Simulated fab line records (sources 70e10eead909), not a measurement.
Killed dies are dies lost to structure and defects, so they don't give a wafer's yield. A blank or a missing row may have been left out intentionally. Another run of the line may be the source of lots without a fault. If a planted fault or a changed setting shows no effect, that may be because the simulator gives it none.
fab line records | flow nandHarc
[record] lots = 12 wafers = 36 lastDay = 34
route steps=1302 shown A_CHANNEL_HOLE_D1@471 A_CHANNEL_FILL_D1@494 END@1302
lots that met no fault: from a run of the same line without faults
startH: the number of hours between the record's first day and the start of the first shown wafer of the lot | waitH: hours since the lot's step before | " as in the row above | L1.1+2: a row that stands for several wafers | - no value present, or no start provided | * or withheld: withheld | < > ~ a bound
route shown NAME@n: NAME is a module with steps in the file, n the number in the route of the first one | usual: mean/standard deviation taken from wafers without a fault | same: alike in all rows | chamber/n: place in a boat | sites: readings site by site | _std_site: the values' standard deviation | _edge_site: mean of outer sites minus mean of inner sites | radiusMm: for every site, how far away it sits from the centre of the wafer | mask NAME#n: copy n | behind: the last tool/chamber to shape the wafer | hold: cause of the lot's hold/its duration in hours/its outcome | device: names the non-switching transistor (n, p or np) | end of line: at the end of the route, the tests of the same wafers | where a step has no rows: the recipe by itself | killed: count of dies lost to structure and defects at first sort (not the wafer's yield) | map: per-die view of a wafer (x killed, . not killed, _ where there is no die)
set.NAME: the run value of the setting; set.NAME@STEP: its run value at that earlier step | model.NAME: the simulator's own value behind a step, which no gauge read
the route's steps for a sample of lots (tables are steps, rows are wafers)
services: from which hour (startH, from the record's first day; less than 0 if before it) a tool's chamber was out of use, for how many hours, and why
[[steps]]
[step NHARC_A_CHANNEL_HOLE_D1_ETCH_19]
[recipe] biasV = 1200 sourceW = 2500 pressureMtorr = 15 timeS = 34.5 arFlowSccm = 375 c4f8FlowSccm = 28.8 o2FlowSccm = 96.2 tempC = -20 targetDepthA = * chemistry = C4F8/O2/Ar
[usual] drypumpMotorCurrentA = 5.85/0.15 mfcArSccm = 374.9/1 showerheadPlenumPTorr = 3.64/0.14 throttleValvePct = 37.036/0.0094
// columns lot.wafer tool chamber startH waitH drypumpMotorCurrentA mfcArSccm rfHoursCounterH showerheadPlenumPTorr throttleValvePct
L825.2 harEtch-02 1 176.33 0.1 5.67 375.9 275 3.47 37.053
L825.1 " 0 " " 5.94 375.7 291 3.61 37.032
L825.4 " 1 " " 5.67 376.0 - 3.47 37.038
L826.2 harEtch-02 0 194.51 0.1 5.94 375.6 302 3.60 37.046
L826.1 " 1 " " 5.67 375.9 287 3.46 37.029
L826.5 " 1 " " 5.64 375.2 - 3.46 37.036
L835.1 harEtch-01 1 283.20 0.1 5.68 375.8 145 3.55 37.037
L835.2 " 0 " " 6.01 374.6 145 3.74 37.045
L835.6 " 1 " " 5.77 375.7 - 3.55 37.029
L838.4 harEtch-01 0 303.91 0.1 6.01 374.0 - 3.74 37.041
L838.5 " 1 " " 5.75 375.4 - 3.54 37.035
L838.6 " 0 " " 5.99 374.3 - 3.74 37.032
L839.2 harEtch-01 0 324.12 0.1 6.00 373.8 168 3.73 37.035
L839.4 " 1 " " 5.75 375.1 - 3.54 37.054
L839.5 " 0 " " 6.00 376.6 - 3.73 37.037
L841.1 harEtch-01 1 340.07 0.2 5.70 374.6 183 3.53 37.030
L841.3 " 0 " " 6.03 376.8 - 3.72 37.037
L841.4 " 1 " " 5.74 374.5 - 3.53 37.039
L842.2 harEtch-02 0 357.67 0.1 5.93 375.3 398 3.55 37.043
L842.3 " 0 " " 5.94 374.8 - 3.55 37.018
L842.6 " 0 " " 5.93 375.5 - 3.55 37.034
L844.2 harEtch-01 0 374.04 0.1 6.04 373.5 199 3.71 37.032
L844.3 " 0 " " 6.04 375.8 - 3.71 37.021
L844.6 " 0 " " 6.02 375.2 - 3.71 37.049
L845.1 harEtch-02 1 374.29 0.1 5.69 373.6 378 3.97 37.040
L845.4 " 1 " " 5.66 374.3 - 3.97 37.045
L845.3 " 0 " " 5.93 375.8 - 3.54 37.027
L846.2 harEtch-01 1 388.94 0.1 5.73 373.3 206 3.51 37.029
L846.4 " 0 " " 6.04 375.7 - 3.71 37.027
L846.5 " 1 " " 5.72 374.9 - 3.52 37.032
L847.2 harEtch-02 0 399.62 3.1 5.93 374.7 0 3.99 37.034
L847.4 " 0 " " 5.95 373.1 - 3.99 37.046
L847.6 " 1 " " 5.70 375.2 - 3.97 37.040
L848.1 harEtch-01 1 419.18 0.1 5.74 376.3 233 3.50 37.030
L848.3 " 1 " " 5.77 375.0 - 3.50 37.034
L848.5 " 0 " " 6.00 375.8 - 3.69 37.028
[step NHARC_A_CHANNEL_HOLE_D1_ETCH_21]
[recipe] biasV = 3000 sourceW = withheld pressureMtorr = 20 timeS = 514.3 arFlowSccm = 375 c4f8FlowSccm = 89.3 o2FlowSccm = 35.7 tempC = -20 targetDepthA = 16000 chemistry = C4F8/O2/Ar
[usual] drypumpMotorCurrentA = 5.85/0.15 mfcArSccm = 374.9/1 showerheadPlenumPTorr = 3.60/0.14 throttleValvePct = 32.156/0.0089
// columns lot.wafer tool chamber startH waitH drypumpMotorCurrentA mfcArSccm rfHoursCounterH showerheadPlenumPTorr throttleValvePct
L825.2 harEtch-02 1 176.76 0.3 5.63 376.3 275 3.43 32.161
L825.1 " 0 " " 5.91 374.5 291 3.57 32.161
L825.4 " 1 " " 5.66 375.7 - 3.43 32.154
L826.2 harEtch-02 0 194.93 0.3 5.92 374.2 303 3.56 32.158
L826.1 " 1 " " 5.66 374.2 287 3.43 32.158
L826.5 " 1 " " 5.67 375.2 - 3.43 32.161
L835.1 harEtch-01 1 283.63 0.3 5.74 375.6 146 3.51 32.160
L835.2 " 0 " " 6.02 375.4 146 3.70 32.157
L835.6 " 1 " " 5.74 374.4 - 3.51 32.134
L838.4 harEtch-01 0 304.51 0.3 6.03 376.2 - 3.69 32.180
L838.5 " 1 " " 5.73 375.2 - 3.51 32.146
L838.6 " 0 " " 5.99 373.8 - 3.69 32.173
L839.2 harEtch-01 0 324.54 0.3 6.03 374.9 169 3.69 32.152
L839.4 " 1 " " 5.70 374.0 - 3.50 32.155
L839.5 " 0 " " 6.01 375.2 - 3.69 32.163
L841.1 harEtch-01 1 340.56 0.3 5.69 375.3 184 3.49 32.147
L841.3 " 0 " " 6.00 375.5 - 3.68 32.155
L841.4 " 1 " " 5.69 376.2 - 3.49 32.143
L842.2 harEtch-02 0 358.15 0.3 5.93 374.9 398 3.51 32.165
L842.3 " 0 " " 5.91 374.9 - 3.51 32.151
L842.6 " 0 " " 5.92 374.0 - 3.51 32.150
L844.2 harEtch-01 0 374.46 0.3 6.02 375.4 199 3.67 32.157
L844.3 " 0 " " 6.01 375.2 - 3.67 32.155
L844.6 " 0 " " 6.03 375.0 - 3.67 32.146
L845.1 harEtch-02 1 374.72 0.3 5.69 376.4 378 3.92 32.162
L845.4 " 1 " " 5.65 375.9 - 3.92 32.137
L845.3 " 0 " " 5.95 374.5 - 3.51 32.160
L846.2 harEtch-01 1 389.42 0.3 5.71 375.8 207 3.48 32.159
L846.4 " 0 " " 6.03 376.4 - 3.67 32.161
L846.5 " 1 " " 5.73 375.2 - 3.48 32.149
L847.2 harEtch-02 0 400.04 0.3 5.95 375.3 0 3.93 32.161
L847.4 " 0 " " 5.93 374.7 - 3.93 32.143
L847.6 " 1 " " 5.64 375.5 - 3.92 32.150
L848.1 harEtch-01 1 419.66 0.3 5.74 375.7 233 3.47 32.148
L848.3 " 1 " " 5.68 375.6 - 3.47 32.150
L848.5 " 0 " " 5.99 375.2 - 3.65 32.157
[step NHARC_A_CHANNEL_FILL_D1_ALD_14]
[recipe] targetThkA = 25 pulseTimeS = 10 aldCycles = 25 tempC = 300 material = SiO2
[usual] heaterPowerW = 464/60 precursorPulseHeightRel = 1.001/0.019
[same] pulseTimeS = 10
// columns lot.wafer tool chamber startH waitH heaterPowerW precursorPulseHeightRel
L825.4 aldHk-03 1 189.28 0.1 421 0.966
L825.1 " 2 " " 447 0.990
L825.2 " 3 " " 541 0.992
L826.1 aldHk-03 3 209.70 0.0 531 1.005
L826.2 " 2 " " 448 1.031
L826.5 " 0 " " 440 1.012
L835.1 aldHk-01 3 296.20 0.0 420 1.039
L835.2 " 2 " " 509 1.018
L835.6 " 3 " " 425 0.995
L838.4 aldHk-01 1 316.82 0.1 568 0.979
L838.6 " 1 " " 554 1.010
L838.5 " 2 " " 432 1.003
L839.2 aldHk-01 0 337.06 0.1 373 0.985
L839.4 " 1 " " 572 1.013
L839.5 " 0 " " 375 0.947
L841.4 aldHk-03 0 352.97 0.0 422 0.999
L841.1 " 1 " " 409 1.024
L841.3 " 3 " " 519 0.989
L842.2 aldHk-02 2 370.49 0.1 524 1.032
L842.3 " 3 " " 381 0.983
L842.6 " 1 " " 539 1.003
L844.3 aldHk-03 1 387.00 0.0 422 0.984
L844.2 " 2 " " 443 1.009
L844.6 " 2 " " 436 1.004
L845.4 aldHk-02 0 387.10 0.1 500 1.016
L845.1 " 1 " " 509 1.003
L845.3 " 2 " " 532 0.998
L846.2 aldHk-01 0 401.85 0.0 369 0.984
L846.4 " 2 " " 438 0.999
L846.5 " 0 " " 384 0.970
L847.4 aldHk-02 2 412.48 0.0 526 0.977
L847.2 " 0 " " 501 0.985
L847.6 " 3 " " 378 1.009
L848.1 aldHk-01 2 432.84 1.6 432 1.020
L848.3 " 3 " " 425 1.005
L848.5 " 3 " " 445 0.983
[step NHARC_A_CHANNEL_FILL_D1_ETCHBACK_08]
[recipe] targetDepthA = 2200 timeS = 110 c4f8FlowSccm = 20 arFlowSccm = withheld rfW = 600 biasW = 300 chemistry = C4F8
[usual] oesProductAu = 0.96/0.035 rfVppV = 441.2/2.5 runLengthS = 131.3/0.34
// columns lot.wafer tool chamber startH waitH oesProductAu rfHoursCounterH rfVppV runLengthS
L825.2 rieDiel-11 3 225.64 - 0.93 7.6 442.8 130.7
L825.4 " 0 " " 0.94 9.8 438.3 131.3
L825.1 " 2 " " 0.92 9.3 444.2 131.6
L826.1 rieDiel-11 0 245.87 - 0.93 11.0 438.3 131.5
L826.2 " 2 " " 0.93 10.8 443.7 131.4
L826.5 " 0 " " 0.93 - 437.0 131.3
L835.2 rieDiel-11 0 332.15 - 0.92 4.8 436.5 174.2
L835.1 " 1 " " 0.91 4.0 439.5 130.8
L835.6 " 0 " " 0.93 - 438.5 173.9
L838.4 rieDiel-09 1 352.67 - 1.02 0.8 439.9 131.6
L838.5 " 3 " " 1.01 - 443.1 131.0
L838.6 " 0 " " 0.99 - 439.6 131.2
L839.4 rieDiel-09 1 371.67 - 0.93 1.7 439.9 131.2
L839.2 " 0 " " 0.92 1.8 438.2 131.0
L839.5 " 2 " " 0.93 - 444.2 131.3
L841.3 rieDiel-11 3 388.18 - 0.92 8.3 444.6 131.5
L841.1 " 0 " " 0.92 7.2 437.3 131.3
L841.4 " 2 " " 0.93 8.4 440.7 131.3
L842.2 rieDiel-09 2 407.53 - 0.99 2.9 444.2 131.4
L842.3 " 0 " " 0.98 3.0 438.2 131.0
L842.6 " 3 " " 1.00 - 444.1 131.4
L845.3 rieDiel-08 0 423.56 - 1.00 1.2 439.6 131.6
L845.1 " 1 " " 1.00 1.7 440.8 131.4
L845.4 " 3 " " 1.00 1.2 441.8 131.2
L844.2 rieDiel-09 1 423.62 - 0.93 3.6 438.4 131.8
L844.3 " 2 " " 0.93 3.8 444.7 131.1
L844.6 " 3 " " 0.94 - 443.5 130.8
L846.4 rieDiel-09 3 436.32 - 0.94 5.0 444.1 131.1
L846.2 " 1 " " 0.92 4.4 438.9 131.6
L846.5 " 3 " " 0.94 - 442.8 131.2
L847.2 rieDiel-11 3 448.11 - 0.99 0.0 443.5 130.9
L847.4 " 1 " " 0.98 0.0 440.0 131.1
L847.6 " 3 " " 0.99 - 444.2 130.9
L848.1 rieDiel-09 1 468.01 - 0.93 6.2 439.9 131.2
L848.3 " 3 " " 0.93 7.1 442.8 130.7
L848.5 " 1 " " 0.92 - 439.3 131.3
[step NHARC_END_SORT_01]
[recipe] tempC = 25
[usual] killedAtArray = 55/15 killedAtOther = 1.0/1.2 killedAtPeriphery = 3.4/2.2 killedDies = 59/15 killedOpen = 3.2/2 killedShort = 2.5/1.7
[same] grossDies = 677
// columns lot.wafer tool chamber startH waitH killedAtArray killedAtOther killedAtPeriphery killedDies killedOpen killedShort
L835.2 prober-01 0 678.37 2.8 34 0 5 39 2 1
L844.2 prober-01 0 746.85 2.7 58 3 1 62 2 0
L844.3 prober-01 0 747.66 3.1 69 2 3 74 1 1
L844.6 prober-01 0 750.09 4.1 51 2 3 56 1 1
// killed by level:class
L835.2 A_CHANNEL_HOLE_D2:chamberFilmFlake=15 A_CHANNEL_HOLE_D1:chamberFilmFlake=8 P_M1:chamberFilmFlake=4 A_CONTACT:chamberFilmFlake=3 A_STAIRCASE:chamberFilmFlake=2 A_SLIT:chamberFilmFlake=2 P_M0:geometricParticle:open=1 A_CHANNEL_HOLE_D1:geometricParticle:open=1
L844.2 A_CHANNEL_HOLE_D2:chamberFilmFlake=26 A_CHANNEL_HOLE_D1:chamberFilmFlake=10 A_CONTACT:chamberFilmFlake=6 A_SLIT:chamberFilmFlake=5 A_M1:chamberFilmFlake=4 THIN_TSV:chamberFilmFlake=3 A_CHANNEL_FILL_D1:chamberFilmFlake=2 A_SGD_CUT:chamberFilmFlake=2
L844.3 A_CHANNEL_HOLE_D2:chamberFilmFlake=31 A_CHANNEL_HOLE_D1:chamberFilmFlake=17 A_SGD_CUT:chamberFilmFlake=7 A_SLIT:chamberFilmFlake=6 A_CONTACT:chamberFilmFlake=3 P_ZERO_WELL:chamberFilmFlake=2 THIN_TSV:chamberFilmFlake=2 A_CHANNEL_FILL_D2:geometricParticle:short=1
L844.6 A_CHANNEL_HOLE_D2:chamberFilmFlake=24 A_CHANNEL_HOLE_D1:chamberFilmFlake=8 A_CONTACT:chamberFilmFlake=5 A_SLIT:chamberFilmFlake=4 P_ZERO_WELL:chamberFilmFlake=3 A_M1:chamberFilmFlake=3 A_SGD_CUT:chamberFilmFlake=2 A_WL_FILL:chamberFilmFlake=2
[[services]]
// columns tool chamber startH hours kind
rieDiel-08 1 158.60 9.4 repair
harEtch-02 1 158.90 - consumableReplace:focusRing
harEtch-02 1 158.90 17.0 scheduledDown
harEtch-02 1 158.90 17.0 ventCycle
aldHk-02 - 170.02 10.0 pm
rieDiel-08 - 190.80 9.0 pm
aldHk-03 - 212.44 10.0 pm
rieDiel-09 - 230.52 0.2 repair
rieDiel-11 3 248.56 4.0 repair
rieDiel-11 - 255.50 9.0 pm
rieDiel-11 - 273.63 3.5 repair
rieDiel-11 1 300.14 4.8 repair
aldHk-01 - 303.25 10.0 pm
harEtch-02 1 320.00 - consumableReplace:showerhead
harEtch-02 1 320.00 17.0 scheduledDown
harEtch-02 1 320.00 17.0 ventCycle
rieDiel-09 - 320.10 9.0 pm
rieDiel-11 0 336.52 3.0 repair
rieDiel-08 - 367.80 9.0 pm
harEtch-02 - 382.62 17.0 pm
harEtch-02 0 382.62 17.0 ventCycle
aldHk-03 - 390.44 10.0 pm
rieDiel-11 0 422.54 20.2 repair
rieDiel-11 - 432.50 9.0 pm
[[key]]
[firstSign] step = NHARC_A_CHANNEL_FILL_D1_ETCHBACK_08 reading = runLengthS direction = up sigmas = 99+ usual = * struck = *
effect none on later readings
metAt NHARC_A_CHANNEL_FILL_D1_ETCHBACK_08
struckLots L835
struckWafers L835.2,L835.6
testerLeftOut L835
notActingAt NHARC_A_CHANNEL_HOLE_D1_ETCH_19,NHARC_A_CHANNEL_HOLE_D1_ETCH_21,NHARC_A_CHANNEL_FILL_D1_ALD_14
onsetBetween 245.87 332.15
[fault] kind = processParameterDrift tool = rieDiel-11 chamber = 0 onsetH = 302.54 steps = NHARC_A_CHANNEL_FILL_D1_ETCHBACK_08 channel = timeS offset = * shape = step endH = 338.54 actsIn = * stated = *
// testerLeftOut: of these lots the tester's yield and bins aren't shown, on N5 and GAA mostly nor the transistor test; their killed dies are dies lost to structure and defects alone, not to doping, threshold or leakage, so they don't give the yield
